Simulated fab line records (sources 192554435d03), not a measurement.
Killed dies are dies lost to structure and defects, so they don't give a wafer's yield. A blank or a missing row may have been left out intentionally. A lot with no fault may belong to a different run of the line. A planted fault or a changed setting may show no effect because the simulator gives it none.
fab line records    flow n5_finfet
[record] lots = 5  wafers = 15  last_day = 19
route steps=1938 shown BEOL_M6@1242 BEOL_M7@1263 PASSIVATION@1936
lots that met no fault: from a run of the same line without faults
start_h: hours from the record's first day to the start of the lot's first wafer shown    wait_h: hours since the lot's step before    " identical to the entry in the row above    L1.1+2: a row that stands for several wafers    - no value, or no start was given    * or withheld: withheld    < > ~ a bound
route shown NAME@n: NAME is a module with steps in the file, n the number in the route of the first one    usual: the fault-free wafers' mean and standard deviation    same: alike in all rows    chamber/n: place in a boat    sites: per-site readings    _std_site: standard deviation across them    _edge_site: the outer-site mean with the inner-site mean subtracted    radius_mm: how far each site lies from the wafer's centre    mask NAME#n: copy n    behind: the last tool/chamber to shape the wafer    hold: reason for holding the lot/hours on hold/outcome of the hold    device: whichever transistor did not switch (one of n, p or np)    end of line: tests of these same wafers at the route's end    a step with no rows: only its recipe    killed: not the wafer's yield, but the dies lost to structure and defects at the first sort    map: a wafer's dies, marking killed ones x, the rest . and places with no die _
set.NAME: the run value of the setting; set.NAME@STEP: its run value at that earlier step    model.NAME: the simulator's own value behind a step, which no gauge read
lots at some steps of the route; a table a step, a row a wafer
services: from which hour (start_h, from the record's first day; less than 0 if before it) a tool's chamber was out of use, for how many hours, and why
[[steps]]
[step N5_BEOL_M6_OCD_MEAS_38]
[usual] trench_depth_nm = 94.4/1.4
lot.wafer  tool    chamber  start_h  wait_h  trench_depth_nm
L539.1     ocd-01  -        242.71   -       95.3
L539.4     "       -        "        "       96.7
L539.5     "       -        "        "       95.7
L547.2     ocd-02  -        310.15   -       93.8
L547.4     "       -        "        "       95.1
L547.5     "       -        "        "       94.4
L550.4     ocd-02  -        321.57   -       93.4
L550.5     "       -        "        "       94.0
L550.6     "       -        "        "       93.5
L553.2     ocd-01  -        338.05   -       94.6
L553.4     "       -        "        "       94.7
L553.5     "       -        "        "       94.4
L552.1     ocd-02  -        349.97   -       96.1
L552.2     "       -        "        "       93.9
L552.3     "       -        "        "       94.3
[step N5_BEOL_M6_HM_STRIP_39]
[recipe] chemistry = peroxide_tin_strip  material = TiN  target_depth_a = 250  temp_c = 50  time_s = 158
[step N5_BEOL_M6_SRD_40]
[recipe] time_s = 30  temp_c = 23  rinse_liquid = diw  dry = ipa_marangoni
[step N5_BEOL_M6_PRECLEAN_42]
[recipe] chemistry = residue_remover  time_s = 60  temp_c = 40
[step N5_BEOL_M6_SRD_43]
[recipe] time_s = 30  temp_c = 23  rinse_liquid = diw  dry = ipa_marangoni
[step N5_BEOL_M6_CD_MEAS_35]
[recipe] target_cd_nm = 40  target_cd_y_nm = 28  polarity = opening
[usual] cd_nm = 39.9/0.47
lot.wafer  tool       chamber  start_h  wait_h  cd_nm
L539.1     cd_sem-03  -        242.86   0.0     38.9
L539.4     "          -        "        "       38.6
L539.5     "          -        "        "       39.7
L547.2     cd_sem-01  -        310.31   0.0     39.9
L547.4     "          -        "        "       40.4
L547.5     "          -        "        "       40.2
L550.4     cd_sem-02  -        321.72   0.0     40.0
L550.5     "          -        "        "       39.4
L550.6     "          -        "        "       39.4
L553.2     cd_sem-01  -        338.20   0.0     40.0
L553.4     "          -        "        "       39.9
L553.5     "          -        "        "       40.3
L552.1     cd_sem-01  -        350.12   0.0     39.9
L552.2     "          -        "        "       40.3
L552.3     "          -        "        "       40.0
[step N5_BEOL_M6_CURE_75]
[recipe] temp_c = 370  time_s = 120  ambient = DMADMS/He  material = SiCOH_lowk
[step N5_BEOL_M6_DEGAS_44]
[recipe] ambient = vacuum  temp_c = 250  time_s = 60
[usual] heater_power_w = 321/38
lot.wafer  tool            chamber  start_h  wait_h  heater_power_w
L539.1     pvd_sputter-02  -        247.60   4.6     351
L539.4     "               -        "        "       237
L539.5     "               -        "        "       241
L547.2     pvd_sputter-03  -        310.85   0.4     338
L547.4     "               -        "        "       352
L547.5     "               -        "        "       361
L550.4     pvd_sputter-02  -        322.45   0.3     340
L550.5     "               -        "        "       351
L550.6     "               -        "        "       336
L553.2     pvd_sputter-01  -        339.06   0.7     332
L553.4     "               -        "        "       331
L553.5     "               -        "        "       255
L552.1     pvd_sputter-03  -        350.86   0.4     326
L552.2     "               -        "        "       362
L552.3     "               -        "        "       343
[step N5_BEOL_M6_PRE_CLEAN_45]
[recipe] gas = H2/He  time_s = 30  temp_c = 250
[step N5_BEOL_M6_ALD_77]
[recipe] material = TaN  target_thk_a = 20  temp_c = 275  ald_precursor_family = PDMAT  ald_co_reactant = NH3  pressure_torr = 3  carrier_flow_sccm = 1500  pulse_time_s = 2  purge_time_s = 3  co_reactant_purge_time_s = 2  co_reactant_pulse_time_s = 3  ald_cycles = 40  precursor_vessel_temp_c = 75  precursor_vessel_pressure_torr = 26.25  precursor_vessel_carrier_sccm = 1000
[step N5_BEOL_M6_SURFACE_TREAT_79]
[recipe] gas = Ar  time_s = *  ion_energy_ev = *  ion_current_ma_cm2 = 0.5  pressure_mtorr = *  ar_flow_sccm = 30
[step N5_BEOL_M6_CVD_78]
[recipe] material = Co  target_thk_a = 20  temp_c = withheld  precursor = CCTBA/H2  pressure_torr = 30  time_s = 142.3
[step N5_BEOL_M6_SPUTTER_48]
[recipe] material = Cu  target_thk_a = 100  temp_c = -20  bias_v = 60  power_w = 26000  chamber_pressure_pa = 0.13  time_s = 1.667
[usual] chuck_sensor_temp_C = -16.0/0.45  throttle_valve_pct = 30.3/1.2
lot.wafer  tool            chamber  start_h  wait_h  chuck_sensor_temp_C  throttle_valve_pct
L539.1     pvd_sputter-02  -        248.42   0.1     -16.3                31.2
L539.4     "               -        "        "       -16.0                29.3
L539.5     "               -        "        "       -16.4                31.1
L547.2     pvd_sputter-02  -        311.59   0.1     -15.9                30.2
L547.4     "               -        "        "       -16.1                29.5
L547.5     "               -        "        "       -15.8                30.3
L550.4     pvd_sputter-01  -        323.42   0.1     -15.7                30.6
L550.5     "               -        "        "       -16.6                30.3
L550.6     "               -        "        "       -15.7                28.3
L553.2     pvd_sputter-03  -        340.24   0.6     -15.7                29.8
L553.4     "               -        "        "       -16.4                32.6
L553.5     "               -        "        "       -14.9                29.2
L552.1     pvd_sputter-03  -        351.86   0.3     -15.0                28.9
L552.2     "               -        "        "       -16.3                32.6
L552.3     "               -        "        "       -16.4                29.4
[step N5_BEOL_M6_ECD_50]
[recipe] material = Cu  target_thk_a = 3000
[step N5_BEOL_M6_ANNEAL_51]
[recipe] temp_c = 225  time_s = 90  ambient = N2
[step N5_BEOL_M6_CMP_52]
[recipe] stop_on = SiCOH_lowk  t_overpolish_s = 6.9  down_force_psi = 1  platen_rpm = 50  clearing_platen_down_force_psi = 1.5  clearing_platen_rpm = 50  post_cmp_clean = cu_alkaline  target_thk_nm = 80  clearing_platen_pad_velocity_m_s = 0.99484  pad_velocity_m_s = 0.99484
[step N5_BEOL_M6_PRE_CLEAN_55]
[recipe] gas = NH3  time_s = 15  temp_c = withheld  rf_power_w = 300
[step N5_BEOL_M6_DEP_56]
[recipe] material = SiCN  target_thk_a = 100  temp_c = withheld  precursor = 3MS/NH3  pressure_torr = 3  rf_w = 202  time_s = 17.5
[usual] chamber_pressure_Torr = 3.000/0.0066  rf_fwd_power_W = 199.7/0.73  showerhead_plenum_p_Torr = 3.663/0.012  throttle_valve_pct = 9.2/0.42
lot.wafer  tool      chamber  start_h  wait_h  chamber_pressure_Torr  rf_fwd_power_W  showerhead_plenum_p_Torr  throttle_valve_pct
L539.1     pecvd-02  0        249.28   0.0     2.989                  200.2           3.666                     8.7
L539.4     "         2        "        "       2.991                  198.9           3.633                     8.8
L539.5     "         0        "        "       3.009                  199.5           3.664                     9.0
L547.2     pecvd-03  0        312.66   0.0     3.005                  200.8           3.660                     10.1
L547.4     "         2        "        "       3.006                  200.1           3.666                     9.0
L547.5     "         0        "        "       3.006                  199.8           3.655                     10.0
L550.4     pecvd-04  1        325.12   0.0     2.994                  200.1           3.683                     9.4
L550.5     "         1        "        "       2.998                  200.0           3.673                     9.5
L550.6     "         2        "        "       2.996                  200.1           3.661                     8.7
L553.2     pecvd-02  0        341.37   0.0     3.011                  200.8           3.664                     8.7
L553.4     "         0        "        "       3.002                  200.2           3.664                     9.0
L553.5     "         1        "        "       3.002                  199.0           3.656                     9.5
L552.1     pecvd-02  1        352.90   0.0     2.994                  198.2           3.659                     9.7
L552.2     "         2        "        "       2.987                  201.2           3.631                     8.7
L552.3     "         0        "        "       2.995                  200.4           3.668                     9.1
[step N5_BEOL_M6_RS_MEAS_57]
[recipe] thk_meas_gauge = four-point-probe  reads = Cu_of_BEOL_M6_ECD_50+Co_of_BEOL_M6_CVD_78+TaN_of_BEOL_M6_ALD_77
[usual] M6_RS = 0.285/0.0075
lot.wafer  tool           chamber  start_h  wait_h  M6_RS[ohm/sq]
L539.1     film_metro-01  -        249.35   0.1     0.290
L539.4     "              -        "        "       0.285
L539.5     "              -        "        "       0.285
L547.2     film_metro-01  -        312.73   0.1     0.291
L547.4     "              -        "        "       0.292
L547.5     "              -        "        "       0.297
L550.4     film_metro-01  -        325.19   0.1     0.287
L550.5     "              -        "        "       0.290
L550.6     "              -        "        "       0.292
L553.2     film_metro-02  -        341.44   0.1     0.285
L553.4     "              -        "        "       0.289
L553.5     "              -        "        "       0.279
L552.1     film_metro-01  -        352.97   0.1     0.288
L552.2     "              -        "        "       0.291
L552.3     "              -        "        "       0.287
[step N5_BEOL_M7_ILD_DEP_00]
[recipe] material = SiCOH_lowk  target_thk_a = 1797.5  temp_c = 300  precursor = DEMS/porogen  pressure_torr = 5  rf_w = 500  time_s = 33.4
[step N5_BEOL_M7_CURE_74]
[recipe] temp_c = 385  time_s = 240  ambient = He/Ar  material = SiCOH_lowk
[usual] lamp_power_pct = 52.32/0.053  wafer_temp_C_max = 386.8/0.62
lot.wafer  tool        chamber  start_h  wait_h  lamp_power_pct  wafer_temp_C_max
L539.1     uv_cure-03  1        249.48   0.0     52.32           387.6
L539.4     "           1        "        "       52.31           387.2
L539.5     "           1        "        "       52.21           387.1
L547.2     uv_cure-03  1        312.94   0.1     52.40           387.3
L547.4     "           1        "        "       52.36           386.9
L547.5     "           1        "        "       52.24           387.1
L550.4     uv_cure-02  1        326.04   0.7     52.25           388.1
L550.5     "           1        "        "       52.28           387.0
L550.6     "           1        "        "       52.32           387.5
L553.2     uv_cure-03  0        341.64   0.1     52.36           386.9
L553.4     "           0        "        "       52.25           387.3
L553.5     "           0        "        "       52.37           386.7
L552.1     uv_cure-01  0        353.50   0.5     52.33           386.0
L552.2     "           0        "        "       52.30           386.6
L552.3     "           0        "        "       52.32           386.0
[step N5_BEOL_M7_THK_MEAS_01]
[recipe] reads = SiCOH_lowk_of_BEOL_M7_ILD_DEP_00
[usual] M7_ILD_THK = 155.5/1.9
lot.wafer  tool           chamber  start_h  wait_h  M7_ILD_THK[nm]
L539.1     film_metro-01  -        250.47   0.8     155.3
L539.4     "              -        "        "       156.7
L539.5     "              -        "        "       157.8
L547.2     film_metro-01  -        313.37   0.4     154.5
L547.4     "              -        "        "       158.2
L547.5     "              -        "        "       158.4
L550.4     film_metro-02  -        326.31   0.2     160.5
L550.5     "              -        "        "       158.3
L550.6     "              -        "        "       157.1
L553.2     film_metro-02  -        342.08   0.4     152.6
L553.4     "              -        "        "       155.8
L553.5     "              -        "        "       156.7
L552.1     film_metro-02  -        354.02   0.4     156.7
L552.2     "              -        "        "       156.8
L552.3     "              -        "        "       156.4
[step N5_BEOL_M7_PECVD_70]
[recipe] material = SiO2  target_thk_a = 200  temp_c = 400  precursor = TEOS/O2  pressure_torr = 5.5  rf_w = 450  teos_flow_sccm = 53.8  gas = O2  flow_sccm = 3000  time_s = 22.7
[step N5_BEOL_M7_HM_DEP_02]
[recipe] material = TiN  target_thk_a = 200  temp_c = 25  chamber_pressure_pa = 0.49996
[usual] throttle_valve_pct = 30.4/1.2
lot.wafer  tool            chamber  start_h  wait_h  throttle_valve_pct
L539.1     pvd_sputter-03  -        250.57   0.0     29.3
L539.4     "               -        "        "       29.9
L539.5     "               -        "        "       28.9
L547.2     pvd_sputter-01  -        314.04   0.6     31.4
L547.4     "               -        "        "       30.5
L547.5     "               -        "        "       31.2
L550.4     pvd_sputter-03  -        328.05   1.7     29.8
L550.5     "               -        "        "       32.6
L550.6     "               -        "        "       28.8
L553.2     pvd_sputter-03  -        342.84   0.7     29.7
L553.4     "               -        "        "       29.8
L553.5     "               -        "        "       28.9
L552.1     pvd_sputter-01  -        355.59   1.5     30.2
L552.2     "               -        "        "       28.4
L552.3     "               -        "        "       31.5
[step N5_BEOL_M7_COAT_59]
[recipe] resist = SOC  temp_c = 250  time_s = 60  spin_rpm = 1500  resist_thk_nm = 100
[step N5_BEOL_M7_COAT_60]
[recipe] resist = SiARC  temp_c = 220  time_s = 60  spin_rpm = 1500  resist_thk_nm = 35
[step N5_BEOL_M7_COAT_05]
[recipe] resist = CAR-ArF  spin_rpm = 1500  resist_thk_nm = 90
[step N5_BEOL_M7_EBR_07]
[recipe] solvent = PGMEA  ebr_width_mm = 1.5
[step N5_BEOL_M7_SOFTBAKE_06]
[recipe] temp_c = 110  time_s = 60  resist = CAR-ArF
[step N5_BEOL_M7_EXPOSE_08]
[recipe] mask_id = M7  na = 1.35  source_shape = dipole  sigma_inner = 0.817  sigma_outer = 0.97  polarization = te  dose_mj = 68.25
[step N5_BEOL_M7_PEB_09]
[recipe] peb_temp_c = withheld  peb_time_s = 60  resist = CAR-ArF
[step N5_BEOL_M7_DEVELOP_10]
[recipe] develop_time_s = 30  developer = TMAH  resist = CAR-ArF  rinse_liquid = diw  dry = air_spin  dev_temp_c = 23
[step N5_BEOL_M7_CD_MEAS_11]
[recipe] target_cd_nm = 38.5  landing_energy_ev = 500  detector = se_inlens  polarity = opening
[usual] cd_nm = 38.5/0.51
lot.wafer  tool       chamber  start_h  wait_h  cd_nm
L539.1     cd_sem-01  0        250.94   -       39.1
L539.4     "          0        "        "       38.9
L539.5     "          0        "        "       38.2
L547.2     cd_sem-02  0        314.54   -       39.5
L547.4     "          0        "        "       39.1
L547.5     "          0        "        "       38.6
L550.4     cd_sem-01  0        328.37   -       38.3
L550.5     "          0        "        "       38.2
L550.6     "          0        "        "       38.0
L553.2     cd_sem-03  0        343.34   -       37.9
L553.4     "          0        "        "       38.5
L553.5     "          0        "        "       38.2
L552.1     cd_sem-03  0        356.09   -       38.2
L552.2     "          0        "        "       38.1
L552.3     "          0        "        "       38.7
[step N5_BEOL_M7_OVL_MEAS_12]
[recipe] points_per_wafer = 44
[usual] M7_OVL = -0.2/0.83
lot.wafer  tool        chamber  start_h  wait_h  M7_OVL[nm]
L539.1     overlay-02  0        250.97   0.0     1.3
L539.4     "           0        "        "       0.7
L539.5     "           0        "        "       0.4
L547.2     overlay-02  0        314.57   0.0     0.4
L547.4     "           0        "        "       0.4
L547.5     "           0        "        "       -0.2
L550.4     overlay-02  0        328.40   0.0     0.3
L550.5     "           0        "        "       1.2
L550.6     "           0        "        "       2.3
L553.2     overlay-02  0        343.37   0.0     -0.2
L553.4     "           0        "        "       -0.9
L553.5     "           0        "        "       -1.2
L552.1     overlay-01  0        356.13   0.0     -0.6
L552.2     "           0        "        "       0.1
L552.3     "           0        "        "       -0.3
[step N5_BEOL_M7_DESCUM_16]
[recipe] chemistry = O2  time_s = 7.9  source_power_w = 50  bias_power_w = 20  pressure_mtorr = 20  rf_frequency_hz = 2.712e+07  temp_c = 40  resist = CAR-ArF  o2_flow_sccm = 225
[step N5_BEOL_M7_ETCH_61]
[recipe] chemistry = CF4  target = SiARC  target_depth_a = 455  mask_material = CAR-ArF  time_s = 75.8  ion_energy_ev = 80  pressure_mtorr = 40  source_w = 545  bias_w = 36  Ar_flow_sccm = 100  cf4_flow_sccm = 100  ends = cleared
[step N5_BEOL_M7_ETCH_62]
[recipe] chemistry = N2/H2  target = SOC  target_depth_a = 1100  overetch_a = 220  mask_material = SiARC  temp_c = 40  time_s = 165  ion_energy_ev = 200  pressure_mtorr = 30  source_w = 840  bias_w = 150  n2_flow_sccm = 200  h2_flow_sccm = 200
[step N5_BEOL_M7_STRIP_68]
[recipe] chemistry = N2/H2  temp_c = 40  n2_flow_sccm = 200  h2_flow_sccm = 200  rf_frequency_hz = 6e+07
[step N5_BEOL_M7_STRIP_67]
[recipe] chemistry = CF4  resist = SiARC  power_w = 300  bias_power_w = 75  pressure_mtorr = 50  cf4_flow_sccm = 150  rf_frequency_hz = 6e+07
[usual] bias_power_w = 74.97/0.22  drypump_motor_current_A = 5.5/0.38  oes_product_au = 0.79/0.082  rf_vpp_V = 271.1/1.3  showerhead_plenum_p_Torr = 1.80/0.044  throttle_valve_pct = 13.58/0.24
lot.wafer  tool         chamber  start_h  wait_h  bias_power_w  drypump_motor_current_A  oes_product_au  rf_hours_counter_h  rf_vpp_V  showerhead_plenum_p_Torr  throttle_valve_pct
L539.1     rie_diel-06  2        251.27   0.0     75.11         5.8                      0.76            127                 270.9     1.80                      13.68
L539.4     "            3        "        "       74.91         5.1                      0.93            16                  269.4     1.76                      13.41
L539.5     "            0        "        "       75.12         5.4                      0.71            -                   271.6     1.77                      13.86
L547.2     rie_diel-05  2        314.87   0.0     74.94         5.8                      0.77            138                 272.7     1.80                      13.94
L547.4     "            0        "        "       74.80         4.9                      0.68            250                 272.3     1.77                      13.97
L547.5     "            0        "        "       75.00         4.9                      0.68            -                   270.5     1.77                      13.95
L550.4     rie_diel-06  1        328.69   0.0     75.01         5.7                      0.86            46                  273.3     1.89                      13.39
L550.5     "            2        "        "       74.99         5.9                      0.74            -                   270.5     1.79                      13.74
L550.6     "            3        "        "       74.94         5.2                      0.87            -                   268.1     1.75                      13.47
L553.2     rie_diel-03  1        344.01   0.0     74.70         5.1                      0.78            129                 269.7     1.79                      13.43
L553.4     "            2        "        "       75.25         5.7                      0.68            231                 270.6     1.85                      13.58
L553.5     "            1        "        "       74.71         5.1                      0.78            -                   272.2     1.79                      13.43
L552.1     rie_diel-06  3        356.55   0.0     74.39         5.2                      0.87            52                  271.6     1.75                      13.50
L552.2     "            1        "        "       75.23         5.7                      0.85            57                  273.3     1.89                      13.39
L552.3     "            0        "        "       75.24         5.4                      0.99            0                   270.0     1.76                      13.37
[step N5_PASSIVATION_PROBE_49]
[usual] defect_limited_yield = 91.2/1.4  killed_at_M0_to_M3 = 34/10  killed_at_M4_up = 13/5.1  killed_at_contacts = 12/6.5  killed_at_front_end = 41/11  killed_at_other = 4/3.3  killed_dies = 104/16  killed_on_rim = 14/3.9  killed_open = 69/13  killed_short = 33/7  sort_bin_5_function = 5.1/0.91  sort_bin_6_memory = 3.3/0.69  sort_n_pass = 1076/16  sort_yield_pct = 91.2/1.4
[same] gross_dies = 1180  killed_at_back_side = 0  sort_bin_4_leakage[%] = 0  sort_bin_8_speed[%] = 0
lot.wafer  tool       chamber  start_h  wait_h  defect_limited_yield[%]  killed_at_M0_to_M3  killed_at_M4_up  killed_at_contacts  killed_at_front_end  killed_at_other  killed_dies  killed_on_rim  killed_open  killed_short  sort_bin_5_function[%]  sort_bin_6_memory[%]  sort_n_pass  sort_yield_pct[%]
L539.1     prober-01  -        328.27   0.0     90.3                     30                  61               4                   16                   3                114          22             36           22            6.4                     2.1                   1066         90.3
L539.5     prober-01  -        328.47   0.2     87.1                     48                  71               11                  21                   1                152          28             61           31            8.0                     3.7                   1028         87.1
// killed by level:class
L539.1 BEOL_M6:unspecified=54 BEOL_M0_SAQP:geometric_particle:open=6 BEOL_M2:geometric_particle:open=6 BEOL_M0_SAQP:geometric_particle:short=5 BEOL_M0:geometric_particle:short=4 MOL_CONTACT_COAG:geometric_particle:open=4 BEOL_M0:geometric_particle:open=4 BEOL_M2:geometric_particle:short=3
L539.5 BEOL_M6:unspecified=59 BEOL_M0_SAQP:geometric_particle:open=14 BEOL_M0_SAQP:geometric_particle:short=13 MOL_CONTACT_COAG:geometric_particle:open=9 BEOL_M2:geometric_particle:open=8 BEOL_M4:geometric_particle:open=7 FIN_SAQP:geometric_particle:open=4 BEOL_M0:geometric_particle:short=4
// map L539.5 (x killed, . not)
_________________x.x.........________________
______________xxx....x.x........_____________
___________xxxxxxx.................__________
__________xxxxxxx.x................._________
________xxxxxxxxx.x...........x......._______
_______xxxxxxxxx.x..x..................______
______.xxxxxxxxxx..........x............_____
_____x..x.xxxxx..x.........x...x..x.....x____
____...xxx..x.x.x.........x...xx....x.....___
___..x........x................x...........__
___...x.....x.........xx.........x.x.......__
__.............x.........x.....x...........x_
__...x......x..............................._
_..............x.........xx.........x........
_.............x.....x....................x...
_......x.................x.......x.........xx
_....x................x......................
_.............................x.......x......
_..x....x.........................x..x.......
_.......................x......x..x.x........
_.x.....x....................................
__..................x...x....x...........x.._
__......x...........x........xx...........x._
___.............x........x.x.x............x__
___..........x.............................__
____......................................___
_____...x..x....x..x.....................____
______...............................x.._____
_______...x............................______
________...x......x...x...x...x......._______
__________..........x........x....x._________
___________...........x..x.........__________
______________...x...........x.._____________
_________________......x.....________________
// map L547.4 (x killed, . not)
_________________............________________
______________.........x........_____________
___________..xx..............x.....__________
__________x.........x.x............._________
________...................x.......x.._______
_______..x..............x......x...x.x.______
______.........x.....x.x...x............_____
_____.x............x...............xx....____
____......x...........x.........x.........___
___..........x....x............x....x.x..x.__
___..x..x............x.......x...x.x.......__
__..x..x...........x..........x......x......_
__x...........x.x...................x......._
_....x.........................x.......x.....
_..............x...........x..x.........x....
_x...............x...................x...x...
_..x....x......x............x..x...........xx
_......x............x.....x.........x......x.
_x...............x....................xx.....
_..x.....................x...................
_.x.....x....x.x....x....x..............x....
__...............xx........................._
__..............x..................x........_
___.....x............x......x..x........x..__
___...........x.x..............x...........__
____...........x..x.....x..x....x........x___
_____...x.x........x.....x.x.x.......x...____
______.x.................x.......x...x.._____
_______x.........x.x...............x...______
________......x......................._______
__________....x...............x....._________
___________...x........xx..........__________
______________...........x......_____________
_________________.........x..________________
[[services]]
tool         chamber  start_h  hours  kind
rie_diel-06  0        235.18   4.9    repair
pecvd-03     -        258.24   0.9    repair
uv_cure-03   -        262.03   1.3    repair
rie_diel-03  0        268.47   1.5    repair
rie_diel-05  0        280.12   21.8   repair
pecvd-03     2        284.98   11.5   repair
pecvd-04     -        288.27   0.8    pm
uv_cure-02   -        293.64   2.8    pm
pecvd-02     -        307.65   14.6   pm
rie_diel-05  0        314.89   -      clean
rie_diel-05  0        314.89   -      consumable_replace:focus_ring
pecvd-04     0        319.67   12.2   repair
uv_cure-03   -        324.96   13.2   repair
rie_diel-06  2        329.05   5.4    repair
pecvd-02     0        330.91   2.1    scheduled_down
rie_diel-06  0        337.33   -      clean
rie_diel-06  0        337.33   -      consumable_replace:focus_ring
rie_diel-06  0        337.33   17.5   scheduled_down
rie_diel-06  0        337.33   17.5   vent_cycle
uv_cure-03   -        346.23   7.5    pm
uv_cure-02   -        353.23   1.0    pm
pecvd-04     0        354.25   5.5    scheduled_down
rie_diel-05  2        354.62   15.6   repair
[[key]]
[first_sign] step = N5_PASSIVATION_PROBE_49  reading = killed_at_M4_up  direction = up  sigmas = 10  usual = 13  struck = 66
[effect] step = N5_PASSIVATION_PROBE_49  reading = killed_on_rim  direction = up  sigmas = 2.9  usual = 14  struck = 25
[more_kills_born_at] N5_BEOL_M6_SPUTTER_48@pvd_sputter-02 = 113
met_at N5_BEOL_M6_SPUTTER_48
struck_wafers L539.1,L539.5
[fault] kind = chamber_particle_source  tool = pvd_sputter-02  chamber = -  onset_h = 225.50  steps = N5_BEOL_M6_SPUTTER_48  rate_per_visit_cm2 = 0.40157  end_h = 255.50  scope = struck_wafers_only
